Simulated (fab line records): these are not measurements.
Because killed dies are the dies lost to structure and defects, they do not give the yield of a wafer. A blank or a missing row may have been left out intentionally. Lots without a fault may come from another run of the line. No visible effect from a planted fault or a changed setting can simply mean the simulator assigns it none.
fab line records	flow n5_finfet
record lots=10	wafers=30	last_day=18
route steps=1938 shown DUMMY_GATE@257 SD_EPI_N@271 SD_ACTIVATION@332 BEOL_M4@1111 PASSIVATION@1936
lots with no fault: from the same line, run without faults
start_h: start of the lot's first displayed wafer, in hours after the record's first day	wait_h: hours from the lot's prior step to this one	" as in the row above	L1.1+2: several wafers, shown together as one row	- either no value or no given start	* or withheld: withheld	< > ~ a bound
route shown NAME@n: names a module that has steps shown in the file, with the first one's number in the route	usual: average and standard deviation across the fault-free wafers	same: alike in all rows	chamber/n: place in a boat	sites: readings site by site	_std_site: the standard deviation of these	_edge_site: outer sites' mean less inner sites'	radius_mm: for every site, how far away it sits from the centre of the wafer	mask NAME#n: copy n	behind: the tool/chamber that last shaped the wafer	hold: why the lot went on hold/how many hours it stayed there/how the hold came to an end	device: whichever transistor did not switch (one of n, p or np)	end of line: at the end of the route, the tests of the same wafers	a step without rows: its recipe alone	killed: dies lost to structure and defects at the first sort, not the wafer's yield	map: a wafer's dies, marking killed ones x, the rest . and places with no die _
set.NAME: the setting as run; set.NAME@STEP: as run at that earlier step	model.NAME: the simulator's own value behind a step, which no gauge read
one table for each step of the route and one row for each wafer, over a sample of lots
services: a tool's chamber out of use, with start hour (start_h, from the record's first day; less than 0 if before it), hours out, and reason
## steps
# step N5_DUMMY_GATE_INSPECT_27
# recipe inspect_instrument=brightfield	mode=aei
# usual raw_defect_count=295/73
lot.wafer	tool	chamber	start_h	wait_h	raw_defect_count
L142.1	defect_inspect-02	-	46.83	0.0	199
L142.2	"	-	"	"	237
L142.5	"	-	"	"	292
L143.1	defect_inspect-02	-	54.20	0.0	296
L143.2	"	-	"	"	269
L143.3	"	-	"	"	281
L145.4	defect_inspect-01	-	67.57	0.0	261
L145.5	"	-	"	"	274
L145.6	"	-	"	"	378
L147.2	defect_inspect-02	-	79.09	0.0	477
L147.4	"	-	"	"	284
L147.6	"	-	"	"	298
L158.1	defect_inspect-02	-	149.54	0.0	257
L158.2	"	-	"	"	386
L158.6	"	-	"	"	284
L159.1	defect_inspect-01	-	149.64	0.0	319
L159.4	"	-	"	"	315
L159.6	"	-	"	"	215
L161.1	defect_inspect-01	-	160.80	0.0	535
L161.3	"	-	"	"	485
L161.4	"	-	"	"	480
L163.2	defect_inspect-01	-	173.71	0.0	331
L163.5	"	-	"	"	193
L163.6	"	-	"	"	305
L164.1	defect_inspect-02	-	180.28	0.0	213
L164.2	"	-	"	"	279
L164.3	"	-	"	"	184
L165.1	defect_inspect-02	-	185.33	0.0	281
L165.2	"	-	"	"	298
L165.4	"	-	"	"	333
# step N5_SD_EPI_N_OVL_MEAS_10
# recipe points_per_wafer=44
# usual SD_N_BLK_OVL=-0.5/0.84
lot.wafer	tool	chamber	start_h	wait_h	SD_N_BLK_OVL[nm]
L142.1	overlay-02	0	47.86	0.0	0.8
L142.2	"	0	"	"	-0.3
L142.5	"	0	"	"	0.1
L143.1	overlay-01	0	55.11	0.0	0.8
L143.2	"	0	"	"	-0.4
L143.3	"	0	"	"	0.0
L145.4	overlay-01	0	68.84	0.0	-0.1
L145.5	"	0	"	"	-0.6
L145.6	"	0	"	"	-0.8
L147.2	overlay-02	0	80.12	0.0	0.5
L147.4	"	0	"	"	0.3
L147.6	"	0	"	"	1.0
L158.1	overlay-02	0	150.85	0.0	0.2
L158.2	"	0	"	"	-0.6
L158.6	"	0	"	"	0.2
L159.1	overlay-02	0	151.00	0.0	-0.4
L159.4	"	0	"	"	-1.5
L159.6	"	0	"	"	-1.7
L161.1	overlay-01	0	161.84	0.0	-0.4
L161.3	"	0	"	"	-0.9
L161.4	"	0	"	"	-0.4
L163.2	overlay-01	0	174.62	0.0	0.7
L163.5	"	0	"	"	-1.1
L163.6	"	0	"	"	0.7
L164.1	overlay-01	0	181.32	0.0	-1.0
L164.2	"	0	"	"	1.4
L164.3	"	0	"	"	-0.6
L165.1	overlay-01	0	187.19	0.0	-0.4
L165.2	"	0	"	"	-1.9
L165.4	"	0	"	"	-1.7
# step N5_SD_EPI_N_PRECLEAN_48
# recipe chemistry=NF3:NH3	afs_cycles=2	temp_c=30	time_s=20	sublimation_temp_c=180	sublimation_time_s=60	pressure_torr=3	rf_power_w=30
# usual afs_cycles=2/0	chamber_pressure_Torr=2.999/0.0062
lot.wafer	tool	chamber	start_h	wait_h	afs_cycles	chamber_pressure_Torr
L142.1	epi_rpcvd-02	0	49.28	0.0	2	2.996
L142.2	"	0	"	"	2	2.989
L142.5	"	0	"	"	2	2.984
L143.1	epi_rpcvd-04	0	56.53	0.0	2	3.001
L143.2	"	0	"	"	2	3.009
L143.3	"	0	"	"	2	3.012
L145.4	epi_rpcvd-01	0	71.22	0.3	2	3.002
L145.5	"	0	"	"	2	3.003
L145.6	"	0	"	"	2	3.001
L147.2	epi_rpcvd-02	0	81.37	0.1	2	3.000
L147.4	"	0	"	"	2	2.994
L147.6	"	0	"	"	2	3.002
L158.1	epi_rpcvd-01	-	152.06	0.0	-	-
L158.2	"	-	"	"	-	-
L158.6	"	-	"	"	-	-
L159.1	epi_rpcvd-02	-	152.26	0.0	-	-
L159.4	"	-	"	"	-	-
L159.6	"	-	"	"	-	-
L161.1	epi_rpcvd-01	0	163.05	0.0	2	2.998
L161.3	"	0	"	"	2	2.998
L161.4	"	0	"	"	2	3.000
L163.2	epi_rpcvd-02	0	175.87	0.1	2	3.004
L163.5	"	0	"	"	2	3.011
L163.6	"	0	"	"	2	3.001
L164.1	epi_rpcvd-01	0	182.51	0.0	2	2.998
L164.2	"	0	"	"	2	3.007
L164.3	"	0	"	"	2	3.004
L165.1	epi_rpcvd-02	0	188.38	0.0	2	2.997
L165.2	"	0	"	"	2	2.994
L165.4	"	0	"	"	2	2.994
# step N5_SD_EPI_N_EPI_MEAS_23
# recipe mode=xrd
# usual thk_nm=59.0/1.1
lot.wafer	tool	chamber	start_h	wait_h	thk_nm
L142.1	film_metro-01	-	52.28	1.9	57.7
L142.2	"	-	"	"	59.4
L142.5	"	-	"	"	59.8
L143.1	film_metro-01	-	58.90	1.6	59.3
L143.2	"	-	"	"	57.0
L143.3	"	-	"	"	60.2
L145.4	film_metro-02	-	74.00	0.8	59.1
L145.5	"	-	"	"	60.1
L145.6	"	-	"	"	59.5
L147.2	film_metro-02	-	83.57	1.2	58.7
L147.4	"	-	"	"	62.4
L147.6	"	-	"	"	60.6
L158.1	film_metro-01	-	154.31	1.4	0.5
L158.2	"	-	"	"	1.2
L158.6	"	-	"	"	1.9
L159.1	film_metro-01	-	154.52	1.4	0.3
L159.4	"	-	"	"	0.1
L159.6	"	-	"	"	0.9
L161.1	film_metro-01	-	165.33	1.5	58.7
L161.3	"	-	"	"	57.6
L161.4	"	-	"	"	56.8
L163.2	film_metro-01	-	178.07	1.2	60.1
L163.5	"	-	"	"	59.1
L163.6	"	-	"	"	59.8
L164.1	film_metro-01	-	185.52	1.9	61.3
L164.2	"	-	"	"	58.5
L164.3	"	-	"	"	57.8
L165.1	film_metro-02	-	190.63	1.4	60.5
L165.2	"	-	"	"	61.2
L165.4	"	-	"	"	59.0
# step N5_SD_EPI_N_LINER_46
# recipe material=SiNx	target_thk_a=30	temp_c=400	ald_precursor_family=SiH2I2	ald_co_reactant=N2/H2-plasma	pressure_torr=2
# usual chamber_pressure_Torr=2.000/0.0046	heater_power_w=849/68
lot.wafer	tool	chamber	start_h	wait_h	chamber_pressure_Torr	heater_power_w
L142.1	ald_sin-03	1	52.70	0.3	1.995	810
L142.2	"	3	"	"	1.999	850
L142.5	"	0	"	"	2.004	886
L143.1	ald_sin-02	2	59.29	0.3	2.003	714
L143.2	"	0	"	"	2.001	838
L143.3	"	1	"	"	2.001	743
L145.4	ald_sin-02	0	74.32	0.1	2.003	844
L145.5	"	1	"	"	2.000	761
L145.6	"	0	"	"	1.993	854
L147.2	ald_sin-01	1	83.93	0.2	1.994	802
L147.4	"	2	"	"	2.000	959
L147.6	"	1	"	"	1.992	785
L158.1	ald_sin-03	2	154.62	0.2	1.993	869
L158.2	"	3	"	"	2.002	890
L158.6	"	3	"	"	2.002	871
L159.1	ald_sin-01	1	154.83	0.2	2.003	775
L159.4	"	2	"	"	1.999	941
L159.6	"	3	"	"	2.001	899
L161.1	ald_sin-01	2	166.29	0.8	2.000	948
L161.3	"	1	"	"	2.004	803
L161.4	"	1	"	"	2.001	797
L163.2	ald_sin-01	1	178.44	0.1	2.000	792
L163.5	"	1	"	"	1.999	780
L163.6	"	2	"	"	2.002	935
L164.1	ald_sin-01	2	185.82	0.2	2.010	955
L164.2	"	1	"	"	2.008	799
L164.3	"	0	"	"	2.003	816
L165.1	ald_sin-01	1	190.94	0.2	2.000	780
L165.2	"	0	"	"	1.999	834
L165.4	"	0	"	"	1.998	826
# step N5_SD_ACTIVATION_RS_MEAS_03
# recipe thk_meas_gauge=four-point-probe
# usual RS_SD_N=21.9/0.3	RS_SD_P=56.1/0.82
lot.wafer	tool	chamber	start_h	wait_h	RS_SD_N[ohm/sq]	RS_SD_P[ohm/sq]
L142.1	film_metro-01	-	58.60	0.2	22.5	57.7
L142.2	"	-	"	"	22.3	56.7
L142.5	"	-	"	"	22.1	58.0
L143.1	film_metro-01	-	64.07	0.2	22.3	56.2
L143.2	"	-	"	"	22.2	57.3
L143.3	"	-	"	"	21.9	56.6
L145.4	film_metro-02	-	79.27	0.1	21.7	57.0
L145.5	"	-	"	"	21.6	56.9
L145.6	"	-	"	"	21.9	56.8
L147.2	film_metro-02	-	89.03	0.2	21.0	54.8
L147.4	"	-	"	"	21.1	55.9
L147.6	"	-	"	"	21.0	55.0
L158.1	film_metro-02	-	159.78	0.2	-	56.1
L158.2	"	-	"	"	-	55.4
L158.6	"	-	"	"	-	55.5
L159.1	film_metro-01	-	162.51	0.2	-	57.0
L159.4	"	-	"	"	-	57.3
L159.6	"	-	"	"	-	57.5
L161.1	film_metro-01	-	172.05	0.2	22.3	56.5
L161.3	"	-	"	"	22.2	55.7
L161.4	"	-	"	"	22.2	54.5
L163.2	film_metro-01	-	183.68	0.2	21.5	55.7
L163.5	"	-	"	"	21.7	56.1
L163.6	"	-	"	"	22.1	55.3
L164.1	film_metro-01	-	191.81	0.2	21.8	56.2
L164.2	"	-	"	"	21.7	55.5
L164.3	"	-	"	"	21.8	56.4
L165.1	film_metro-02	-	195.86	0.2	22.3	56.5
L165.2	"	-	"	"	22.1	56.8
L165.4	"	-	"	"	22.0	57.3
# step N5_BEOL_M4_RC_MEAS_101
# usual DIBL_P=36.5/1.6	IOFF_P=0.219/0.029	ION_P=464/6.2	SS_P=73.4/0.57	VT_P=-250/3
lot.wafer	tool	chamber	start_h	wait_h	DIBL_P[mV/V]	IOFF_P[nA/um]	ION_P[uA/um]	SS_P[mV/dec]	VT_P[mV]
L142.1	prober-02	0	164.98	0.4	35.3	0.185	459	72.5	-250
L142.2	"	0	"	"	37.5	0.224	462	73.1	-247
L142.5	"	0	"	"	37.0	0.201	465	72.9	-249
L143.1	prober-01	0	171.17	0.0	37.0	0.252	472	73.3	-249
L143.2	"	0	"	"	34.9	0.215	462	73.9	-248
L143.3	"	0	"	"	34.5	0.199	468	73.2	-249
L145.4	prober-02	0	196.10	0.5	37.1	0.205	465	73.5	-252
L145.5	"	0	"	"	38.6	0.224	460	73.5	-252
L145.6	"	0	"	"	34.9	0.172	456	72.6	-254
L147.2	prober-02	0	201.75	0.2	34.1	0.178	462	73.3	-255
L147.4	"	0	"	"	36.5	0.215	463	73.6	-253
L147.6	"	0	"	"	35.4	0.193	459	73.2	-253
L158.1	prober-02	0	262.20	0.0	36.0	0.210	454	72.8	-250
L158.2	"	0	"	"	32.7	0.162	457	72.7	-256
L158.6	"	0	"	"	35.5	0.212	468	73.4	-247
L159.1	prober-02	0	271.91	0.0	38.0	0.256	470	73.8	-249
L159.4	"	0	"	"	37.7	0.247	460	73.7	-247
L159.6	"	0	"	"	37.9	0.249	467	73.4	-246
L161.1	prober-02	0	285.77	0.0	37.0	0.219	461	73.5	-250
L161.3	"	0	"	"	38.1	0.232	469	73.2	-251
L161.4	"	0	"	"	38.3	0.244	465	73.7	-250
L163.2	prober-01	0	298.36	0.2	37.2	0.203	467	73.2	-253
L163.5	"	0	"	"	35.2	0.166	458	73.3	-258
L163.6	"	0	"	"	37.6	0.203	463	73.5	-252
L164.1	prober-02	0	310.36	0.0	37.9	0.230	472	73.4	-248
L164.2	"	0	"	"	34.6	0.184	467	72.6	-251
L164.3	"	0	"	"	36.6	0.217	465	73.3	-249
L165.1	prober-02	0	316.72	0.0	35.7	0.218	460	73.4	-250
L165.2	"	0	"	"	36.7	0.243	458	73.9	-248
L165.4	"	0	"	"	33.8	0.196	467	72.7	-251
# step N5_PASSIVATION_PROBE_49
# usual defect_limited_yield=91.2/1.6	killed_at_M0_to_M3=33/11	killed_at_M4_up=15/6.2	killed_at_contacts=15/7.1	killed_at_front_end=38/12	killed_at_other=4/3.5	killed_dies=104/19	killed_on_rim=14/4	killed_open=69/14	killed_short=34/8.5	sort_bin_5_function=5.2/0.99	sort_bin_6_memory=3.3/0.77	sort_bin_8_speed=0/0	sort_n_pass=1076/19	sort_yield_pct=91.2/1.6
# same gross_dies=1180	killed_at_back_side=0	sort_bin_4_leakage[%]=0
lot.wafer	tool	chamber	start_h	wait_h	defect_limited_yield[%]	killed_at_M0_to_M3	killed_at_M4_up	killed_at_contacts	killed_at_front_end	killed_at_other	killed_dies	killed_on_rim	killed_open	killed_short	sort_bin_5_function[%]	sort_bin_6_memory[%]	sort_bin_8_speed[%]	sort_n_pass	sort_yield_pct[%]
L142.1	prober-02	-	264.78	0.0	92.4	21	9	7	49	4	90	16	59	30	4.6	2.8	0	1090	92.4
L142.2	prober-02	-	264.83	0.1	90.3	42	6	19	36	11	114	9	74	39	5.3	3.9	0	1066	90.3
L142.5	prober-02	-	264.98	0.2	90.8	44	11	10	39	5	109	12	75	34	6.1	3.0	0	1071	90.8
L143.1	prober-02	-	279.51	0.0	90.0	19	13	31	51	4	118	18	84	34	7.0	2.9	0	1062	90.0
L143.2	prober-02	-	279.56	0.1	91.8	23	16	34	21	3	97	13	71	26	3.5	4.4	0	1083	91.8
L143.3	prober-02	-	279.61	0.1	89.6	32	10	25	44	12	123	16	79	42	6.4	3.7	0	1057	89.6
L145.4	prober-02	-	293.74	0.2	89.8	38	15	17	43	7	120	14	80	40	5.7	4.2	0	1060	89.8
L145.5	prober-02	-	293.79	0.2	88.3	39	16	17	60	6	138	11	94	43	6.7	4.7	0	1042	88.3
L145.6	prober-02	-	293.84	0.3	88.1	40	6	11	78	6	141	18	103	38	6.8	4.6	0	1039	88.1
L147.2	prober-01	-	310.10	0.1	89.2	38	20	11	58	0	127	13	88	37	5.9	4.6	0	1053	89.2
L147.4	prober-01	-	310.20	0.2	88.0	55	22	19	44	2	142	19	100	37	6.8	4.5	0	1038	88.0
L147.6	prober-01	-	310.30	0.3	87.0	42	34	23	53	1	153	12	105	46	7.5	4.9	0	1027	87.0
L158.1	prober-02	-	370.29	0.7	91.8	29	18	5	44	1	97	14	62	34	5.0	3.1	91.78	0	0
L158.2	prober-02	-	370.34	0.8	90.2	26	20	19	51	0	116	17	83	32	5.3	4.3	90.17	0	0
L158.6	prober-02	-	370.54	1.0	91.5	30	31	6	32	1	100	16	69	31	5.4	2.8	91.53	0	0
L159.1	prober-01	-	374.39	0.0	92.5	35	17	11	24	2	89	13	57	32	4.6	2.7	92.46	0	0
L159.4	prober-01	-	374.54	0.2	94.2	24	11	13	19	2	69	10	40	26	3.9	1.6	94.15	0	0
L159.6	prober-01	-	374.64	0.3	93.0	30	13	9	28	3	83	13	53	29	4.1	2.9	92.97	0	0
L161.1	prober-02	-	387.40	0.0	91.3	28	9	7	49	10	103	8	63	40	4.5	3.8	0	1077	91.3
L161.3	prober-02	-	387.50	0.1	93.0	24	13	14	26	6	83	12	55	25	4.4	2.5	0	1097	93.0
L161.4	prober-02	-	387.55	0.2	92.3	20	16	10	43	2	91	18	48	34	4.1	3.0	0	1089	92.3
L163.2	prober-02	-	413.17	0.1	89.0	52	14	21	32	11	130	21	74	55	6.9	3.8	0	1050	89.0
L163.5	prober-02	-	413.32	0.2	88.9	60	13	20	28	10	131	11	86	43	6.0	4.4	0	1049	88.9
L163.6	prober-02	-	413.37	0.3	88.1	74	17	14	25	11	141	16	79	61	7.5	3.8	0	1039	88.1
L164.1	prober-02	-	416.80	0.0	91.5	39	11	24	24	2	100	15	72	25	4.2	4.2	0	1080	91.5
L164.2	prober-02	-	416.85	0.1	88.7	45	18	29	36	5	133	16	86	47	6.4	4.4	0	1047	88.7
L164.3	prober-02	-	416.90	0.1	89.3	26	16	18	58	8	126	15	90	36	6.2	4.2	0	1054	89.3
L165.1	prober-01	-	420.58	0.0	91.9	37	8	16	34	1	96	11	65	29	5.3	2.5	0	1084	91.9
L165.2	prober-01	-	420.63	0.1	90.5	24	11	26	51	0	112	14	73	38	5.8	3.6	0	1068	90.5
L165.4	prober-01	-	420.73	0.2	89.5	39	8	33	41	3	124	17	81	42	6.4	3.6	0	1056	89.5
# killed by level:class
L142.1 STI_FIN_REVEAL:geometric_particle:open=13 FIN_SAQP:geometric_particle:open=12 BEOL_M0_SAQP:geometric_particle:short=7 MOL_CONTACT_COAG:geometric_particle:open=6 STARTING-WAFER:geometric_particle:open=5 FIN_SAQP:geometric_particle:short=4 DUMMY_GATE:geometric_particle:open=4 BEOL_M4:geometric_particle:open=3
L142.2 MOL_CONTACT_COAG:geometric_particle:open=17 BEOL_M0_SAQP:geometric_particle:short=13 BEOL_M1:geometric_particle:open=10 BEOL_M0_SAQP:geometric_particle:open=9 FIN_SAQP:geometric_particle:open=7 DUMMY_GATE:geometric_particle:open=6 FIN_SAQP:geometric_particle:short=4 STI_FIN_REVEAL:geometric_particle:open=4
L142.5 BEOL_M3:geometric_particle:open=11 BEOL_M0_SAQP:geometric_particle:open=11 BEOL_M0_SAQP:geometric_particle:short=10 FIN_SAQP:geometric_particle:open=9 FIN_SAQP:geometric_particle:short=7 DUMMY_GATE:geometric_particle:open=7 MOL_CONTACT_COAG:geometric_particle:open=7 BEOL_M4:geometric_particle:open=5
L143.1 MOL_CONTACT_COAG:geometric_particle:open=28 STI_FIN_REVEAL:geometric_particle:open=12 GATE_CUT:geometric_particle:short=7 BEOL_M4:geometric_particle:open=6 ILD0:geometric_particle:short=5 FIN_SAQP:geometric_particle:open=4 DUMMY_GATE:geometric_particle:short=4 GATE_CUT:geometric_particle:open=4
L143.2 MOL_CONTACT_COAG:geometric_particle:open=31 BEOL_M1:geometric_particle:open=6 BEOL_M4:geometric_particle:open=6 STI_FIN_REVEAL:geometric_particle:open=4 BEOL_M1:geometric_particle:short=4 BEOL_M3:geometric_particle:short=4 BEOL_M3:geometric_particle:open=4 STARTING-WAFER:geometric_particle:short=4
L143.3 MOL_CONTACT_COAG:geometric_particle:open=18 BEOL_M0_SAQP:geometric_particle:short=10 STI_FIN_REVEAL:geometric_particle:open=7 MOL_CONTACT_COAG:geometric_particle:short=7 STARTING-WAFER:geometric_particle:open=7 FIN_SAQP:geometric_particle:open=6 BEOL_M1:geometric_particle:open=6 GATE_CUT:geometric_particle:short=5
L145.4 BEOL_M2:geometric_particle:open=14 STI_FIN_REVEAL:geometric_particle:open=12 MOL_CONTACT_COAG:geometric_particle:open=12 FIN_SAQP:geometric_particle:open=11 BEOL_M0_SAQP:geometric_particle:short=10 FIN_SAQP:geometric_particle:short=7 BEOL_M4:geometric_particle:open=5 MOL_CONTACT_COAG:geometric_particle:short=5
L145.5 STI_FIN_REVEAL:geometric_particle:open=21 MOL_CONTACT_COAG:geometric_particle:open=12 GATE_CUT:geometric_particle:short=10 BEOL_M2:geometric_particle:open=8 BEOL_M1:geometric_particle:open=7 BEOL_M3:geometric_particle:open=7 FIN_SAQP:geometric_particle:short=6 FIN_SAQP:geometric_particle:open=6
L145.6 STI_FIN_REVEAL:geometric_particle:open=21 FIN_SAQP:geometric_particle:open=17 GATE_CUT:geometric_particle:short=11 MOL_CONTACT_COAG:geometric_particle:open=11 BEOL_M2:geometric_particle:open=10 BEOL_M0_SAQP:geometric_particle:short=9 FIN_SAQP:geometric_particle:short=8 BEOL_M0_SAQP:geometric_particle:open=8
L147.2 STI_FIN_REVEAL:geometric_particle:open=21 BEOL_M1:geometric_particle:open=13 FIN_SAQP:geometric_particle:open=10 BEOL_M4:geometric_particle:open=9 FIN_SAQP:geometric_particle:short=7 BEOL_M3:geometric_particle:open=7 STI_FIN_REVEAL:geometric_particle:short=6 MOL_CONTACT_COAG:geometric_particle:open=6
L147.4 STI_FIN_REVEAL:geometric_particle:open=16 BEOL_M1:geometric_particle:open=14 BEOL_M0_SAQP:geometric_particle:open=13 BEOL_M0_SAQP:geometric_particle:short=13 BEOL_M4:geometric_particle:open=12 MOL_CONTACT_COAG:geometric_particle:open=11 MOL_CONTACT_COAG:geometric_particle:short=8 BEOL_M2:geometric_particle:open=7
L147.6 MOL_CONTACT_COAG:geometric_particle:open=17 BEOL_M4:geometric_particle:open=16 FIN_SAQP:geometric_particle:open=13 STI_FIN_REVEAL:geometric_particle:open=12 BEOL_M2:geometric_particle:open=11 FIN_SAQP:geometric_particle:short=9 BEOL_M1:geometric_particle:open=7 BEOL_M0_SAQP:geometric_particle:short=7
L158.1 STI_FIN_REVEAL:geometric_particle:open=13 BEOL_M0_SAQP:geometric_particle:open=9 BEOL_M0_SAQP:geometric_particle:short=9 BEOL_M4:geometric_particle:open=9 DUMMY_GATE:geometric_particle:open=6 DUMMY_GATE:geometric_particle:short=5 BEOL_M2:geometric_particle:short=5 MOL_CONTACT_COAG:geometric_particle:open=5
L158.2 MOL_CONTACT_COAG:geometric_particle:open=17 BEOL_M4:geometric_particle:open=13 FIN_SAQP:geometric_particle:open=11 FIN_SAQP:geometric_particle:short=11 DUMMY_GATE:geometric_particle:open=7 BEOL_M0_SAQP:geometric_particle:open=7 STI_FIN_REVEAL:geometric_particle:open=6 STARTING-WAFER:geometric_particle:open=5
L158.6 BEOL_M4:geometric_particle:open=18 BEOL_M2:geometric_particle:open=9 FIN_SAQP:geometric_particle:open=7 BEOL_M3:geometric_particle:open=7 FIN_SAQP:geometric_particle:short=6 BEOL_M4:geometric_particle:short=5 STI_FIN_REVEAL:geometric_particle:open=4 DUMMY_GATE:geometric_particle:open=4
L159.1 BEOL_M0_SAQP:geometric_particle:short=11 BEOL_M4:geometric_particle:open=11 MOL_CONTACT_COAG:geometric_particle:open=9 BEOL_M0_SAQP:geometric_particle:open=9 FIN_SAQP:geometric_particle:short=7 BEOL_M1:geometric_particle:open=7 DUMMY_GATE:geometric_particle:open=5 FIN_SAQP:geometric_particle:open=3
L159.4 MOL_CONTACT_COAG:geometric_particle:open=12 BEOL_M0_SAQP:geometric_particle:short=9 BEOL_M2:geometric_particle:open=5 STI_FIN_REVEAL:geometric_particle:open=4 BEOL_M2:geometric_particle:short=4 BEOL_M4:geometric_particle:open=4 STARTING-WAFER:geometric_particle:open=4 FIN_SAQP:geometric_particle:short=3
L159.6 BEOL_M0_SAQP:geometric_particle:open=9 MOL_CONTACT_COAG:geometric_particle:open=9 STI_FIN_REVEAL:geometric_particle:open=7 BEOL_M0_SAQP:geometric_particle:short=7 FIN_SAQP:geometric_particle:short=6 BEOL_M0:geometric_particle:open=5 STARTING-WAFER:geometric_particle:short=5 BEOL_M1:geometric_particle:open=4
L161.1 STI_FIN_REVEAL:geometric_particle:open=15 FIN_SAQP:geometric_particle:short=11 FIN_SAQP:geometric_particle:open=7 BEOL_M2:geometric_particle:open=7 BEOL_M1:geometric_particle:open=6 BEOL_M0_SAQP:geometric_particle:open=5 MOL_CONTACT_COAG:geometric_particle:open=4 BEOL_M0_SAQP:geometric_particle:short=4
L161.3 MOL_CONTACT_COAG:geometric_particle:open=10 STI_FIN_REVEAL:geometric_particle:open=6 BEOL_M0_SAQP:geometric_particle:open=6 FIN_SAQP:geometric_particle:open=5 DUMMY_GATE:geometric_particle:open=5 BEOL_M1:geometric_particle:open=5 BEOL_M5:geometric_particle:short=4 GATE_CUT:geometric_particle:short=4
L161.4 STI_FIN_REVEAL:geometric_particle:open=8 MOL_CONTACT_COAG:geometric_particle:open=8 BEOL_M0_SAQP:geometric_particle:short=7 FIN_SAQP:geometric_particle:short=6 BEOL_M5:geometric_particle:open=6 DUMMY_GATE:geometric_particle:open=5 HKMG_FIN:area_etch=5 GATE_CUT:geometric_particle:short=4
L163.2 MOL_CONTACT_COAG:geometric_particle:open=16 BEOL_M0_SAQP:geometric_particle:short=16 BEOL_M0_SAQP:geometric_particle:open=12 BEOL_M3:geometric_particle:open=10 DUMMY_GATE:geometric_particle:open=6 GATE_CUT:geometric_particle:short=6 MOL_CONTACT_COAG:geometric_particle:short=5 GATE_CUT:geometric_particle:open=4
L163.5 BEOL_M0_SAQP:geometric_particle:open=17 MOL_CONTACT_COAG:geometric_particle:open=15 BEOL_M0_SAQP:geometric_particle:short=12 BEOL_M3:geometric_particle:open=10 FIN_SAQP:geometric_particle:open=7 BEOL_M1:geometric_particle:open=7 BEOL_M4:geometric_particle:open=5 MOL_CONTACT_COAG:geometric_particle:short=5
L163.6 BEOL_M0_SAQP:geometric_particle:short=29 BEOL_M0_SAQP:geometric_particle:open=24 MOL_CONTACT_COAG:geometric_particle:open=12 BEOL_M1:geometric_particle:open=7 FIN_SAQP:geometric_particle:open=6 BEOL_M3:geometric_particle:open=4 BEOL_M4:geometric_particle:short=4 BEOL_M2:geometric_particle:short=4
L164.1 MOL_CONTACT_COAG:geometric_particle:open=19 BEOL_M2:geometric_particle:open=11 BEOL_M1:geometric_particle:open=8 BEOL_M3:geometric_particle:open=7 MOL_CONTACT_COAG:geometric_particle:short=5 STI_FIN_REVEAL:geometric_particle:open=4 STI_FIN_REVEAL:geometric_particle:short=4 FIN_SAQP:geometric_particle:open=3
L164.2 MOL_CONTACT_COAG:geometric_particle:open=19 FIN_SAQP:geometric_particle:open=13 BEOL_M0_SAQP:geometric_particle:short=11 MOL_CONTACT_COAG:geometric_particle:short=10 BEOL_M4:geometric_particle:open=8 BEOL_M0_SAQP:geometric_particle:open=7 BEOL_M2:geometric_particle:open=7 BEOL_M3:geometric_particle:open=7
L164.3 FIN_SAQP:geometric_particle:open=15 STI_FIN_REVEAL:geometric_particle:open=14 MOL_CONTACT_COAG:geometric_particle:open=13 BEOL_M4:geometric_particle:open=10 FIN_SAQP:geometric_particle:short=9 BEOL_M0_SAQP:geometric_particle:open=8 PASS1_CAP:geometric_particle:open=6 BEOL_M0_SAQP:geometric_particle:short=6
L165.1 MOL_CONTACT_COAG:geometric_particle:open=12 BEOL_M0_SAQP:geometric_particle:short=10 DUMMY_GATE:geometric_particle:open=9 BEOL_M2:geometric_particle:open=7 FIN_SAQP:geometric_particle:open=6 BEOL_M3:geometric_particle:open=6 FIN_SAQP:geometric_particle:short=5 STI_FIN_REVEAL:geometric_particle:open=4
L165.2 MOL_CONTACT_COAG:geometric_particle:open=19 DUMMY_GATE:geometric_particle:open=14 FIN_SAQP:geometric_particle:short=10 BEOL_M2:geometric_particle:open=8 MOL_CONTACT_COAG:geometric_particle:short=7 DUMMY_GATE:geometric_particle:short=6 FIN_SAQP:geometric_particle:open=5 BEOL_M4:geometric_particle:open=5
L165.4 MOL_CONTACT_COAG:geometric_particle:open=24 FIN_SAQP:geometric_particle:short=12 MOL_CONTACT_COAG:geometric_particle:short=9 BEOL_M0_SAQP:geometric_particle:open=9 FIN_SAQP:geometric_particle:open=8 BEOL_M2:geometric_particle:open=7 STI_FIN_REVEAL:geometric_particle:open=6 BEOL_M3:geometric_particle:open=5
## services
tool	chamber	start_h	hours	kind
ald_sin-01	-	81.84	0.7	repair
ald_sin-02	-	85.65	14.0	pm
ald_sin-02	0	85.65	14.0	vent_cycle
ald_sin-02	1	85.65	14.0	vent_cycle
ald_sin-02	2	85.65	14.0	vent_cycle
ald_sin-02	3	85.65	14.0	vent_cycle
ald_sin-02	0	99.65	-	clean
ald_sin-02	1	99.65	-	clean
ald_sin-02	2	99.65	-	clean
ald_sin-02	3	99.65	-	clean
ald_sin-02	-	108.99	2.8	pm
ald_sin-01	3	157.56	52.7	repair
## key
first_sign step=N5_SD_EPI_N_PRECLEAN_48	reading=tool_record	direction=missing
effect step=N5_SD_EPI_N_EPI_MEAS_23	reading=thk_nm	direction=down	sigmas=52	usual=*	struck=*
effect step=N5_SD_ACTIVATION_RS_MEAS_03	reading=RS_SD_N	direction=missing
effect step=N5_PASSIVATION_PROBE_49	reading=sort_bin_8_speed	direction=up	sigmas=99+	usual=0	struck=92.18
met_at N5_SD_EPI_N_PRECLEAN_48
struck_lots L158,L159
not_acting_at N5_DUMMY_GATE_INSPECT_27,N5_SD_EPI_N_OVL_MEAS_10,N5_SD_EPI_N_LINER_46
onset_between 81.37 152.06
fault kind=skipped_step_whole	tool=epi_rpcvd-01,epi_rpcvd-02	chamber=-	onset_h=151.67	steps=N5_SD_EPI_N_PRECLEAN_48	scope=struck_lots_only
